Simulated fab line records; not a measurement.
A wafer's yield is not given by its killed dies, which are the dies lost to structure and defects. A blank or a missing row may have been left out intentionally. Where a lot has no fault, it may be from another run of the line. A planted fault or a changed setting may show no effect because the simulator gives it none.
fab line records	flow n5_finfet
[record] lots = 24	wafers = 72	last_day = 18
route steps=1938 shown BEOL_M10@1485 BEOL_M11@1553
lots that met no fault: from a run of the same line without faults
start_h: hours from the record's first day to the start of the lot's first wafer shown	wait_h: how many hours have passed since the lot's step before this one	" repeats the value in the row above	L1.1+2: one row covering several wafers at once	- no value present, or no start provided	* or withheld: withheld	< > ~ a bound
route shown NAME@n: NAME is a module with steps in the file, n the number in the route of the first one	usual: mean and standard deviation over wafers with no fault	same: alike in all rows	chamber/n: place in a boat	sites: each site's reading	_std_site: the values' standard deviation	_edge_site: the outer-site mean with the inner-site mean subtracted	radius_mm: how far each site lies from the wafer's centre	mask NAME#n: copy n	behind: the most recent tool/chamber to have shaped the wafer	hold: why the lot was held/for how many hours/how that ended	device: names the non-switching transistor (n, p or np)	end of line: the route-end tests of the same wafers	a step without rows: its recipe alone	killed: at the first sort, the dies lost to defects and structure; wafer yield is something else	map: a wafer's dies, marking killed ones x, the rest . and places with no die _
set.NAME: the setting that was run; set.NAME@STEP: the one run at that earlier step	model.NAME: the simulator's own value behind a step, which no gauge read
steps of the route over a sample of lots; a table a step, a row a wafer
services: when a tool's chamber went out of use (start_h, in hours from the record's first day, below 0 if earlier), for how many hours, and the reason
[[steps]]
[step N5_BEOL_M10_INSPECT_13]
[recipe] mode = adi	inspect_instrument = brightfield
[usual] raw_defect_count = 423/89
lot.wafer	tool	chamber	start_h	wait_h	raw_defect_count
L074.2	defect_inspect-01	-	211.49	0.0	306
L074.3	"	-	"	"	381
L074.4	"	-	"	"	452
L075.2	defect_inspect-01	-	215.30	0.0	341
L075.4	"	-	"	"	556
L075.5	"	-	"	"	565
L076.1	defect_inspect-02	-	219.81	0.0	365
L076.3	"	-	"	"	263
L076.4	"	-	"	"	350
L077.1	defect_inspect-01	-	228.74	0.0	493
L077.4	"	-	"	"	605
L077.6	"	-	"	"	447
L078.1	defect_inspect-02	-	229.23	0.0	628
L078.3	"	-	"	"	549
L078.6	"	-	"	"	494
L079.1	defect_inspect-01	-	235.97	0.0	373
L079.3	"	-	"	"	195
L079.5	"	-	"	"	274
L080.1	defect_inspect-02	-	244.12	0.0	505
L080.2	"	-	"	"	621
L080.4	"	-	"	"	463
L081.1	defect_inspect-02	-	262.46	0.0	668
L081.2	"	-	"	"	501
L081.3	"	-	"	"	353
L082.1	defect_inspect-01	-	271.97	0.0	395
L082.2	"	-	"	"	412
L082.6	"	-	"	"	493
L083.1	defect_inspect-01	-	279.31	0.0	379
L083.2	"	-	"	"	290
L083.4	"	-	"	"	264
L084.1	defect_inspect-02	-	288.67	0.0	358
L084.3	"	-	"	"	385
L084.6	"	-	"	"	524
L085.2	defect_inspect-02	-	289.64	0.0	626
L085.3	"	-	"	"	452
L085.6	"	-	"	"	675
L086.2	defect_inspect-02	-	292.59	0.0	438
L086.3	"	-	"	"	433
L086.4	"	-	"	"	482
L088.1	defect_inspect-01	-	292.95	0.0	501
L088.2	"	-	"	"	373
L088.5	"	-	"	"	353
L089.1	defect_inspect-01	-	302.46	0.0	285
L089.5	"	-	"	"	323
L089.6	"	-	"	"	402
L087.2	defect_inspect-02	-	303.53	0.0	340
L087.4	"	-	"	"	299
L087.6	"	-	"	"	362
L090.1	defect_inspect-01	-	305.70	0.0	303
L090.3	"	-	"	"	330
L090.5	"	-	"	"	353
L094.2	defect_inspect-02	-	329.58	0.0	532
L094.5	"	-	"	"	411
L094.6	"	-	"	"	562
L091.2	defect_inspect-01	-	331.99	0.0	509
L091.3	"	-	"	"	427
L091.4	"	-	"	"	458
L092.1	defect_inspect-01	-	333.73	0.0	443
L092.2	"	-	"	"	511
L092.5	"	-	"	"	480
L093.2	defect_inspect-02	-	335.17	0.0	292
L093.4	"	-	"	"	404
L093.6	"	-	"	"	430
L096.1	defect_inspect-02	-	353.06	0.0	384
L096.2	"	-	"	"	415
L096.3	"	-	"	"	411
L095.1	defect_inspect-01	-	353.29	0.0	391
L095.3	"	-	"	"	351
L095.4	"	-	"	"	507
L097.1	defect_inspect-02	-	356.53	0.0	504
L097.4	"	-	"	"	429
L097.5	"	-	"	"	354
[step N5_BEOL_M10_OVL_MEAS_29]
[recipe] points_per_wafer = 44
[usual] V9_OVL = -0.5/0.72
lot.wafer	tool	chamber	start_h	wait_h	V9_OVL[nm]
L074.2	overlay-02	0	212.89	0.0	0.3
L074.3	"	0	"	"	0.5
L074.4	"	0	"	"	0.6
L075.2	overlay-01	0	217.16	0.0	-1.5
L075.4	"	0	"	"	-0.8
L075.5	"	0	"	"	-1.0
L076.1	overlay-02	0	220.89	0.0	0.8
L076.3	"	0	"	"	0.0
L076.4	"	0	"	"	0.7
L077.1	overlay-02	0	229.74	0.0	-0.8
L077.4	"	0	"	"	0.1
L077.6	"	0	"	"	0.2
L078.1	overlay-01	0	230.89	0.0	-1.4
L078.3	"	0	"	"	-0.6
L078.6	"	0	"	"	-0.5
L079.1	overlay-01	0	236.90	0.0	0.1
L079.3	"	0	"	"	0.7
L079.5	"	0	"	"	0.3
L080.1	overlay-02	0	246.40	0.0	0.2
L080.2	"	0	"	"	0.3
L080.4	"	0	"	"	0.6
L081.1	overlay-01	0	263.38	0.0	-1.7
L081.2	"	0	"	"	-1.1
L081.3	"	0	"	"	-1.1
L082.1	overlay-02	0	272.92	0.0	-0.4
L082.2	"	0	"	"	-0.3
L082.6	"	0	"	"	-0.3
L083.1	overlay-01	0	282.44	0.0	-0.9
L083.2	"	0	"	"	0.7
L083.4	"	0	"	"	0.3
L084.1	overlay-02	0	289.52	0.0	-0.4
L084.3	"	0	"	"	0.7
L084.6	"	0	"	"	-0.7
L085.2	overlay-01	0	291.91	0.0	-0.7
L085.3	"	0	"	"	-1.3
L085.6	"	0	"	"	-0.5
L086.2	overlay-02	0	293.44	0.0	-1.7
L086.3	"	0	"	"	-0.8
L086.4	"	0	"	"	-1.2
L088.1	overlay-01	0	296.56	0.0	-0.7
L088.2	"	0	"	"	-0.4
L088.5	"	0	"	"	-0.8
L089.1	overlay-01	0	303.73	0.0	-0.6
L089.5	"	0	"	"	0.0
L089.6	"	0	"	"	0.3
L087.2	overlay-02	0	304.71	0.0	0.2
L087.4	"	0	"	"	-0.5
L087.6	"	0	"	"	-0.4
L090.1	overlay-01	0	307.17	0.0	-1.4
L090.3	"	0	"	"	-0.6
L090.5	"	0	"	"	-0.9
L094.2	overlay-02	0	331.51	0.0	-1.3
L094.5	"	0	"	"	-1.8
L094.6	"	0	"	"	-1.3
L092.1	overlay-01	0	336.70	0.0	0.3
L092.2	"	0	"	"	-0.2
L092.5	"	0	"	"	-0.5
L091.2	overlay-02	0	336.87	0.0	-0.3
L091.3	"	0	"	"	-0.6
L091.4	"	0	"	"	-1.2
L093.2	overlay-02	0	337.74	0.0	-0.7
L093.4	"	0	"	"	-0.5
L093.6	"	0	"	"	-0.9
L096.1	overlay-02	0	355.69	0.0	0.2
L096.2	"	0	"	"	-0.5
L096.3	"	0	"	"	0.0
L095.1	overlay-01	0	355.73	0.0	-1.3
L095.3	"	0	"	"	-1.1
L095.4	"	0	"	"	-0.4
L097.1	overlay-01	0	359.18	0.0	-0.4
L097.4	"	0	"	"	-1.3
L097.5	"	0	"	"	-1.3
[step N5_BEOL_M10_ANNEAL_51]
[recipe] temp_c = 225	time_s = 90	ambient = N2
[usual] wafer_temp_C_max = 225.9/0.39
lot.wafer	tool	chamber	start_h	wait_h	wafer_temp_C_max
L074.2	rtp_anneal-02	0	215.31	0.1	225.4
L074.3	"	0	"	"	225.7
L074.4	"	0	"	"	225.6
L075.2	rtp_anneal-02	0	219.36	0.1	225.6
L075.4	"	0	"	"	225.4
L075.5	"	0	"	"	225.8
L076.1	rtp_anneal-02	0	222.99	0.1	225.5
L076.3	"	0	"	"	225.8
L076.4	"	0	"	"	225.5
L077.1	rtp_anneal-01	0	232.68	0.1	226.0
L077.4	"	0	"	"	226.7
L077.6	"	0	"	"	226.3
L078.1	rtp_anneal-01	0	232.95	0.2	226.0
L078.3	"	0	"	"	226.2
L078.6	"	0	"	"	226.5
L079.1	rtp_anneal-01	0	239.79	0.1	226.3
L079.3	"	0	"	"	226.4
L079.5	"	0	"	"	226.3
L080.1	rtp_anneal-01	0	250.41	0.1	226.3
L080.2	"	0	"	"	226.2
L080.4	"	0	"	"	226.5
L081.1	rtp_anneal-02	0	268.61	0.7	225.8
L081.2	"	0	"	"	226.0
L081.3	"	0	"	"	225.8
L082.1	rtp_anneal-02	0	275.99	0.1	225.8
L082.2	"	0	"	"	225.6
L082.6	"	0	"	"	225.5
L083.1	rtp_anneal-02	0	286.05	1.7	225.7
L083.2	"	0	"	"	225.5
L083.4	"	0	"	"	225.6
L084.1	rtp_anneal-02	0	293.24	0.1	225.2
L084.3	"	0	"	"	225.5
L084.6	"	0	"	"	225.6
L085.2	rtp_anneal-01	0	294.55	0.4	226.1
L085.3	"	0	"	"	226.1
L085.6	"	0	"	"	225.8
L086.2	rtp_anneal-02	0	298.30	0.3	225.7
L086.3	"	0	"	"	225.7
L086.4	"	0	"	"	225.5
L088.1	rtp_anneal-02	0	299.19	0.5	226.0
L088.2	"	0	"	"	225.8
L088.5	"	0	"	"	225.8
L089.1	rtp_anneal-02	0	306.50	0.4	225.7
L089.5	"	0	"	"	225.8
L089.6	"	0	"	"	225.9
L087.2	rtp_anneal-02	0	307.11	0.1	225.7
L087.4	"	0	"	"	226.1
L087.6	"	0	"	"	225.7
L090.1	rtp_anneal-01	0	312.33	0.1	226.5
L090.3	"	0	"	"	226.7
L090.5	"	0	"	"	226.3
L094.2	rtp_anneal-01	0	334.94	0.1	225.8
L094.5	"	0	"	"	226.0
L094.6	"	0	"	"	225.6
L092.1	rtp_anneal-01	0	340.38	0.7	225.9
L092.2	"	0	"	"	226.6
L092.5	"	0	"	"	226.0
L091.2	rtp_anneal-01	0	340.69	0.6	226.4
L091.3	"	0	"	"	226.3
L091.4	"	0	"	"	225.8
L093.2	rtp_anneal-02	0	341.11	0.3	225.8
L093.4	"	0	"	"	225.7
L093.6	"	0	"	"	226.0
L096.1	rtp_anneal-02	0	359.37	0.1	226.0
L096.2	"	0	"	"	225.4
L096.3	"	0	"	"	225.9
L095.1	rtp_anneal-01	0	359.57	0.1	226.4
L095.3	"	0	"	"	226.4
L095.4	"	0	"	"	226.1
L097.1	rtp_anneal-02	0	365.21	0.2	225.4
L097.4	"	0	"	"	225.3
L097.5	"	0	"	"	225.5
[step N5_BEOL_M11_ETCH_61]
[recipe] chemistry = CF4	target = SiARC	target_depth_a = 390	mask_material = CAR-ArF	time_s = 65	ion_energy_ev = 80	pressure_mtorr = 40	source_w = 545	bias_w = 36	Ar_flow_sccm = 100	cf4_flow_sccm = 100	ends = cleared
[usual] chamber_pressure_mTorr = 40.00/0.037	drypump_motor_current_A = 5.7/0.55	etch_rf_on_time_s = 65.1/1.6	oes_product_au = 0.67/0.078	rf_vpp_V = 184.6/1.1	showerhead_plenum_p_Torr = 2.19/0.075	throttle_valve_pct = 15.63/0.23
lot.wafer	tool	chamber	start_h	wait_h	chamber_pressure_mTorr	drypump_motor_current_A	etch_rf_on_time_s	oes_product_au	rf_hours_counter_h	rf_vpp_V	showerhead_plenum_p_Torr	throttle_valve_pct
L074.2	rie_diel-06	1	218.69	0.0	39.99	6.6	65.2	0.72	49	185.5	2.26	15.30
L074.3	"	3	"	"	39.98	6.5	66.8	0.62	167	183.5	2.22	15.50
L074.4	"	3	"	"	39.96	6.5	66.5	0.62	-	184.9	2.22	15.50
L075.2	rie_diel-06	0	222.53	0.0	40.07	5.1	64.7	0.63	169	183.0	2.04	15.65
L075.4	"	2	"	"	39.97	5.9	62.2	0.85	0	184.4	2.11	15.50
L075.5	"	0	"	"	39.99	5.1	65.6	0.62	-	183.6	2.04	15.65
L076.1	rie_diel-02	1	225.44	0.0	40.01	5.6	63.2	0.83	14	186.2	2.26	15.61
L076.3	"	2	"	"	39.95	5.0	65.1	0.79	16	185.2	2.28	15.26
L076.4	"	0	"	"	40.03	5.2	65.5	0.62	171	185.0	2.21	16.02
L077.1	rie_diel-02	2	236.18	0.0	39.98	5.0	65.3	0.78	19	185.8	2.28	15.28
L077.4	"	1	"	"	39.92	5.6	63.0	0.82	17	185.0	2.26	15.64
L077.6	"	0	"	"	40.03	5.2	65.2	0.62	-	185.9	2.21	16.02
L078.1	rie_diel-02	0	236.43	0.0	39.96	5.2	64.5	0.63	174	184.0	2.21	16.02
L078.3	"	1	"	"	40.07	5.6	62.1	0.83	17	185.3	2.26	15.62
L078.6	"	1	"	"	39.97	5.7	62.2	0.83	-	186.5	2.26	15.62
L079.1	rie_diel-06	2	244.17	0.0	39.98	5.8	62.3	0.81	5	183.3	2.11	15.51
L079.3	"	3	"	"	39.98	6.6	67.3	0.61	174	184.7	2.22	15.51
L079.5	"	2	"	"	40.01	5.9	62.5	0.81	-	183.6	2.11	15.49
L080.1	rie_diel-06	2	252.73	0.0	40.00	5.9	62.5	0.80	8	185.5	2.11	15.52
L080.2	"	1	"	"	40.00	6.6	66.7	0.71	59	187.2	2.25	15.30
L080.4	"	3	"	"	40.06	6.5	68.0	0.61	177	186.0	2.22	15.52
L081.1	rie_diel-06	0	272.24	0.0	40.03	5.1	64.9	0.62	183	180.8	2.04	15.69
L081.2	"	1	"	"	39.98	6.6	65.9	0.71	64	186.0	2.25	15.31
L081.3	"	2	"	"	40.00	5.9	62.2	0.78	14	183.7	2.10	15.52
L082.1	rie_diel-02	1	279.04	0.0	40.02	5.7	62.8	0.81	28	184.7	2.25	15.66
L082.2	"	3	"	"	40.00	5.5	65.0	0.62	179	183.6	2.22	15.87
L082.6	"	1	"	"	40.02	5.7	62.7	0.79	-	185.7	2.25	15.66
L083.1	rie_diel-02	0	288.71	0.0	39.98	5.2	65.8	0.61	188	184.6	2.21	16.04
L083.2	"	2	"	"	40.01	5.0	65.6	0.76	32	186.4	2.28	15.31
L083.4	"	1	"	"	40.05	5.6	62.8	0.79	31	186.2	2.25	15.66
L084.1	rie_diel-05	1	297.77	0.0	39.93	5.7	66.1	0.69	82	183.8	2.16	15.61
L084.3	"	0	"	"	40.02	6.2	63.3	0.60	252	182.5	2.02	15.92
L084.6	"	3	"	"	39.99	5.6	65.7	0.60	-	185.7	2.22	15.51
L085.2	rie_diel-06	1	298.27	0.0	39.98	6.6	65.4	0.71	71	184.7	2.25	15.33
L085.3	"	0	"	"	40.04	5.1	65.5	0.61	191	181.3	2.03	15.70
L085.6	"	3	"	"	40.00	6.5	66.9	0.61	-	184.7	2.21	15.55
L086.2	rie_diel-06	3	301.65	0.0	40.01	6.4	67.6	0.60	192	184.7	2.21	15.54
L086.3	"	1	"	"	39.95	6.6	66.0	0.69	72	185.3	2.25	15.33
L086.4	"	2	"	"	40.01	5.9	62.0	0.77	20	183.3	2.10	15.54
L088.1	rie_diel-05	2	302.15	0.0	39.97	5.0	65.3	0.59	228	183.8	2.19	16.04
L088.2	"	0	"	"	39.99	6.1	63.4	0.60	253	182.4	2.02	15.92
L088.5	"	3	"	"	40.07	5.6	66.5	0.60	-	185.3	2.22	15.51
L089.1	rie_diel-05	2	309.16	0.0	40.07	5.0	65.0	0.59	230	184.8	2.19	16.07
L089.5	"	3	"	"	40.03	5.6	66.0	0.60	-	184.7	2.21	15.52
L089.6	"	2	"	"	39.96	5.0	64.4	0.60	-	184.9	2.19	16.06
L087.2	rie_diel-02	0	309.73	0.0	40.03	5.1	66.2	0.60	193	185.7	2.20	16.05
L087.4	"	2	"	"	39.99	5.0	66.1	0.74	38	187.0	2.28	15.31
L087.6	"	0	"	"	39.98	5.2	66.3	0.60	-	184.6	2.20	16.05
L090.1	rie_diel-05	2	315.30	0.0	40.00	5.0	65.4	0.59	233	184.7	2.19	16.06
L090.3	"	3	"	"	40.01	5.6	66.1	0.60	206	185.2	2.21	15.53
L090.5	"	3	"	"	39.96	5.6	65.7	0.60	-	185.6	2.21	15.53
L094.2	rie_diel-06	2	338.04	0.0	39.98	5.9	62.6	0.75	31	183.9	2.10	15.57
L094.5	"	1	"	"	40.03	6.6	65.9	0.70	-	184.1	2.25	15.35
L094.6	"	2	"	"	39.93	5.9	62.1	0.76	-	185.4	2.10	15.55
L092.1	rie_diel-06	3	344.21	0.0	39.98	6.5	66.7	0.59	206	183.8	2.21	15.59
L092.2	"	2	"	"	39.97	5.9	61.4	0.76	33	183.3	2.10	15.57
L092.5	"	1	"	"	40.02	6.5	65.0	0.69	-	185.3	2.24	15.36
L091.2	rie_diel-06	2	344.46	0.0	39.93	5.9	62.7	0.76	33	183.3	2.10	15.56
L091.3	"	3	"	"	40.04	6.5	67.4	0.60	206	183.4	2.21	15.59
L091.4	"	3	"	"	40.04	6.5	67.8	0.60	-	185.5	2.21	15.56
L093.2	rie_diel-02	2	344.69	0.0	39.99	5.0	65.1	0.75	47	186.3	2.27	15.34
L093.4	"	1	"	"	39.93	5.6	62.8	0.77	46	185.8	2.25	15.68
L093.6	"	2	"	"	39.96	5.0	64.9	0.73	-	184.9	2.27	15.35
L096.1	rie_diel-05	1	362.53	0.0	39.94	5.7	66.0	0.67	106	186.0	2.15	15.66
L096.2	"	0	"	"	40.00	6.1	61.6	0.80	8	185.8	2.27	15.44
L096.3	"	3	"	"	40.00	5.6	66.5	0.59	221	185.0	2.21	15.56
L095.1	rie_diel-06	0	362.69	0.0	40.01	5.1	64.7	0.60	208	183.8	2.03	15.73
L095.3	"	3	"	"	40.02	6.5	67.0	0.60	211	185.8	2.20	15.57
L095.4	"	2	"	"	39.98	5.9	62.0	0.75	38	183.8	2.10	15.56
L097.1	rie_diel-02	1	367.94	0.0	40.01	5.6	63.8	0.76	52	183.2	2.24	15.71
L097.4	"	2	"	"	40.04	5.0	65.7	0.74	53	184.8	2.27	15.36
L097.5	"	3	"	"	40.02	5.5	65.4	0.60	-	184.9	2.21	15.93
[step N5_BEOL_M11_ETCH_62]
[recipe] chemistry = N2/H2	target = SOC	target_depth_a = 1100	overetch_a = 220	mask_material = SiARC	temp_c = 40	time_s = 165	ion_energy_ev = 200	pressure_mtorr = 30	source_w = 840	bias_w = 150	n2_flow_sccm = 200	h2_flow_sccm = 200
[usual] chamber_pressure_mTorr = 30.003/0.03	drypump_motor_current_A = 5.7/0.56	oes_product_au = 0.67/0.07	rf_vpp_V = 525.6/2.5	showerhead_plenum_p_Torr = 2.61/0.097	throttle_valve_pct = 17.86/0.27
lot.wafer	tool	chamber	start_h	wait_h	chamber_pressure_mTorr	drypump_motor_current_A	oes_product_au	rf_hours_counter_h	rf_vpp_V	showerhead_plenum_p_Torr	throttle_valve_pct
L074.2	rie_diel-06	1	218.74	0.0	29.989	6.6	0.72	49	528.2	2.70	17.53
L074.3	"	3	"	"	29.979	6.5	0.63	167	527.5	2.64	17.75
L074.4	"	3	"	"	29.980	6.5	0.63	-	526.8	2.64	17.76
L075.2	rie_diel-06	0	222.58	0.0	30.017	5.2	0.62	169	521.4	2.42	17.75
L075.4	"	2	"	"	30.059	5.9	0.81	0	522.6	2.50	17.72
L075.5	"	0	"	"	30.041	5.2	0.62	-	521.9	2.42	17.75
L076.1	rie_diel-02	1	225.49	0.0	30.028	5.7	0.80	14	527.3	2.72	18.19
L076.3	"	2	"	"	30.040	5.0	0.79	16	528.5	2.70	17.35
L076.4	"	0	"	"	30.046	5.2	0.62	171	526.5	2.63	18.06
L077.1	rie_diel-02	2	236.23	0.0	30.004	5.0	0.77	19	527.7	2.70	17.36
L077.4	"	1	"	"	30.053	5.6	0.79	17	527.6	2.72	18.20
L077.6	"	0	"	"	30.018	5.2	0.62	-	527.7	2.63	18.06
L078.1	rie_diel-02	0	236.48	0.0	30.024	5.2	0.62	174	526.7	2.63	18.07
L078.3	"	1	"	"	30.007	5.6	0.79	17	527.9	2.72	18.19
L078.6	"	1	"	"	30.020	5.6	0.80	-	528.9	2.72	18.18
L079.1	rie_diel-06	2	244.22	0.0	29.978	5.9	0.79	5	522.7	2.50	17.70
L079.3	"	3	"	"	29.983	6.5	0.63	174	525.7	2.64	17.77
L079.5	"	2	"	"	30.020	5.9	0.79	-	523.6	2.50	17.74
L080.1	rie_diel-06	2	252.78	0.0	29.989	5.9	0.77	8	521.4	2.50	17.74
L080.2	"	1	"	"	30.051	6.6	0.71	59	529.0	2.69	17.54
L080.4	"	3	"	"	30.033	6.5	0.62	177	526.8	2.63	17.77
L081.1	rie_diel-06	0	272.29	0.0	30.034	5.1	0.61	183	519.4	2.41	17.77
L081.2	"	1	"	"	30.001	6.6	0.71	64	527.0	2.69	17.54
L081.3	"	2	"	"	30.036	5.9	0.76	14	521.9	2.49	17.76
L082.1	rie_diel-02	1	279.09	0.0	29.988	5.7	0.77	28	529.0	2.71	18.22
L082.2	"	3	"	"	30.025	5.5	0.61	179	527.0	2.64	18.06
L082.6	"	1	"	"	29.988	5.7	0.78	-	528.7	2.71	18.21
L083.1	rie_diel-02	0	288.76	0.0	29.930	5.2	0.61	188	525.6	2.62	18.11
L083.2	"	2	"	"	29.949	5.0	0.76	32	528.0	2.70	17.38
L083.4	"	1	"	"	29.992	5.6	0.77	31	528.4	2.71	18.23
L084.1	rie_diel-05	1	297.82	0.0	30.005	5.7	0.69	82	524.6	2.57	17.93
L084.3	"	0	"	"	29.970	6.2	0.59	252	519.9	2.39	18.13
L084.6	"	3	"	"	30.041	5.6	0.60	-	525.0	2.64	17.80
L085.2	rie_diel-06	1	298.32	0.0	30.046	6.6	0.70	71	527.1	2.69	17.58
L085.3	"	0	"	"	30.061	5.1	0.60	191	521.2	2.41	17.81
L085.6	"	3	"	"	30.017	6.5	0.61	-	525.4	2.63	17.79
L086.2	rie_diel-06	3	301.70	0.0	30.038	6.5	0.61	192	523.7	2.63	17.79
L086.3	"	1	"	"	29.953	6.6	0.70	72	526.7	2.69	17.57
L086.4	"	2	"	"	30.002	5.9	0.74	20	522.7	2.49	17.76
L088.1	rie_diel-05	2	302.20	0.0	30.013	5.0	0.60	228	526.2	2.63	18.57
L088.2	"	0	"	"	29.992	6.2	0.59	253	518.7	2.39	18.13
L088.5	"	3	"	"	30.015	5.6	0.61	-	526.4	2.64	17.82
L089.1	rie_diel-05	2	309.21	0.0	30.002	5.0	0.60	230	525.4	2.63	18.59
L089.5	"	3	"	"	30.028	5.6	0.60	-	525.9	2.64	17.79
L089.6	"	2	"	"	29.971	5.0	0.60	-	525.5	2.63	18.57
L087.2	rie_diel-02	0	309.78	0.0	29.989	5.2	0.60	193	526.7	2.62	18.10
L087.4	"	2	"	"	30.019	5.0	0.75	38	530.1	2.69	17.40
L087.6	"	0	"	"	30.017	5.2	0.61	-	526.1	2.62	18.11
L090.1	rie_diel-05	2	315.35	0.0	29.971	5.0	0.60	233	526.0	2.63	18.57
L090.3	"	3	"	"	29.958	5.6	0.60	206	526.7	2.64	17.81
L090.5	"	3	"	"	30.028	5.6	0.60	-	526.1	2.64	17.80
L094.2	rie_diel-06	2	338.09	0.0	30.005	5.9	0.73	31	521.5	2.49	17.79
L094.5	"	1	"	"	29.947	6.6	0.69	-	525.4	2.68	17.58
L094.6	"	2	"	"	30.013	5.9	0.74	-	522.4	2.49	17.77
L092.1	rie_diel-06	3	344.26	0.0	29.954	6.5	0.60	206	527.0	2.62	17.81
L092.2	"	2	"	"	30.069	5.9	0.73	33	522.9	2.49	17.78
L092.5	"	1	"	"	29.947	6.6	0.69	-	527.7	2.68	17.59
L091.2	rie_diel-06	2	344.51	0.0	29.993	5.9	0.72	33	522.9	2.49	17.76
L091.3	"	3	"	"	30.048	6.5	0.60	206	526.1	2.62	17.82
L091.4	"	3	"	"	30.026	6.5	0.60	-	527.1	2.62	17.83
L093.2	rie_diel-02	2	344.74	0.0	29.983	5.0	0.74	47	528.5	2.69	17.40
L093.4	"	1	"	"	30.008	5.7	0.75	46	527.5	2.70	18.24
L093.6	"	2	"	"	29.995	5.0	0.73	-	527.3	2.69	17.41
L096.1	rie_diel-05	1	362.58	0.0	29.950	5.7	0.68	106	525.5	2.56	17.96
L096.2	"	0	"	"	29.970	6.2	0.77	8	527.8	2.71	17.69
L096.3	"	3	"	"	30.010	5.6	0.59	221	526.5	2.63	17.84
L095.1	rie_diel-06	0	362.74	0.0	29.988	5.1	0.60	208	520.0	2.40	17.83
L095.3	"	3	"	"	30.091	6.5	0.61	211	525.9	2.62	17.84
L095.4	"	2	"	"	30.009	5.9	0.71	38	523.1	2.48	17.77
L097.1	rie_diel-02	1	367.99	0.0	29.977	5.6	0.74	52	527.5	2.70	18.25
L097.4	"	2	"	"	30.015	5.0	0.72	53	527.3	2.69	17.42
L097.5	"	3	"	"	29.985	5.5	0.59	-	526.5	2.63	18.09
[step N5_BEOL_M11_CD_MEAS_35]
[recipe] target_cd_nm = 70	polarity = opening
[usual] cd_nm = 70.1/0.64
lot.wafer	tool	chamber	start_h	wait_h	cd_nm
L074.2	cd_sem-01	-	222.54	0.0	69.8
L074.3	"	-	"	"	70.5
L074.4	"	-	"	"	70.3
L075.2	cd_sem-02	-	224.36	0.0	69.6
L075.4	"	-	"	"	69.6
L075.5	"	-	"	"	69.3
L076.1	cd_sem-02	-	228.32	0.0	69.5
L076.3	"	-	"	"	69.2
L076.4	"	-	"	"	69.2
L077.1	cd_sem-01	-	237.74	0.0	70.9
L077.4	"	-	"	"	70.8
L077.6	"	-	"	"	70.6
L078.1	cd_sem-02	-	238.61	0.0	69.2
L078.3	"	-	"	"	70.3
L078.6	"	-	"	"	70.0
L079.1	cd_sem-01	-	247.12	0.0	68.8
L079.3	"	-	"	"	69.8
L079.5	"	-	"	"	69.9
L080.1	cd_sem-02	-	257.10	0.0	70.3
L080.2	"	-	"	"	70.1
L080.4	"	-	"	"	70.5
L081.1	cd_sem-02	-	273.84	0.0	69.9
L081.2	"	-	"	"	69.7
L081.3	"	-	"	"	70.4
L082.1	cd_sem-03	-	280.64	0.0	70.4
L082.2	"	-	"	"	70.1
L082.6	"	-	"	"	71.3
L083.1	cd_sem-02	-	290.56	0.0	69.5
L083.2	"	-	"	"	69.7
L083.4	"	-	"	"	69.7
L085.2	cd_sem-02	-	301.65	0.0	70.2
L085.3	"	-	"	"	69.1
L085.6	"	-	"	"	69.7
L084.1	cd_sem-03	-	301.72	0.0	70.6
L084.3	"	-	"	"	70.7
L084.6	"	-	"	"	71.0
L086.2	cd_sem-03	-	303.34	0.0	69.3
L086.3	"	-	"	"	69.3
L086.4	"	-	"	"	69.4
L088.1	cd_sem-03	-	303.87	0.0	68.9
L088.2	"	-	"	"	68.5
L088.5	"	-	"	"	69.6
L089.1	cd_sem-03	-	311.46	0.0	69.5
L089.5	"	-	"	"	68.7
L089.6	"	-	"	"	70.2
L087.2	cd_sem-03	-	311.68	0.0	70.3
L087.4	"	-	"	"	70.4
L087.6	"	-	"	"	69.4
L090.1	cd_sem-03	-	317.26	0.0	69.9
L090.3	"	-	"	"	69.9
L090.5	"	-	"	"	70.7
L094.2	cd_sem-03	-	340.00	0.0	71.0
L094.5	"	-	"	"	69.7
L094.6	"	-	"	"	69.9
L091.2	cd_sem-02	-	348.02	0.0	69.9
L091.3	"	-	"	"	70.2
L091.4	"	-	"	"	70.3
L093.2	cd_sem-02	-	348.93	0.0	71.0
L093.4	"	-	"	"	70.7
L093.6	"	-	"	"	70.9
L092.1	cd_sem-02	-	349.05	0.0	69.9
L092.2	"	-	"	"	70.0
L092.5	"	-	"	"	69.9
L095.1	cd_sem-02	-	364.90	0.0	70.6
L095.3	"	-	"	"	69.9
L095.4	"	-	"	"	69.6
L096.1	cd_sem-03	-	365.14	0.0	70.6
L096.2	"	-	"	"	71.1
L096.3	"	-	"	"	70.3
L097.1	cd_sem-01	-	371.61	0.0	69.8
L097.4	"	-	"	"	70.2
L097.5	"	-	"	"	69.9
[[services]]
tool	chamber	start_h	hours	kind
rie_diel-06	2	207.73	-	clean
rie_diel-06	2	207.73	-	consumable_replace:focus_ring
rie_diel-06	2	207.73	13.7	scheduled_down
rie_diel-06	2	207.73	13.7	vent_cycle
rie_diel-02	2	209.65	5.9	repair
rie_diel-06	-	213.63	0.3	repair
rtp_anneal-01	-	280.92	5.7	pm
rie_diel-06	2	290.72	8.7	repair
rie_diel-05	0	302.92	10.6	repair
rie_diel-06	1	313.56	3.6	repair
rie_diel-06	-	324.61	2.8	pm
rie_diel-02	2	330.09	1.6	repair
rie_diel-06	0	339.69	7.4	repair
rie_diel-05	2	353.39	15.3	repair
[[key]]
fault none
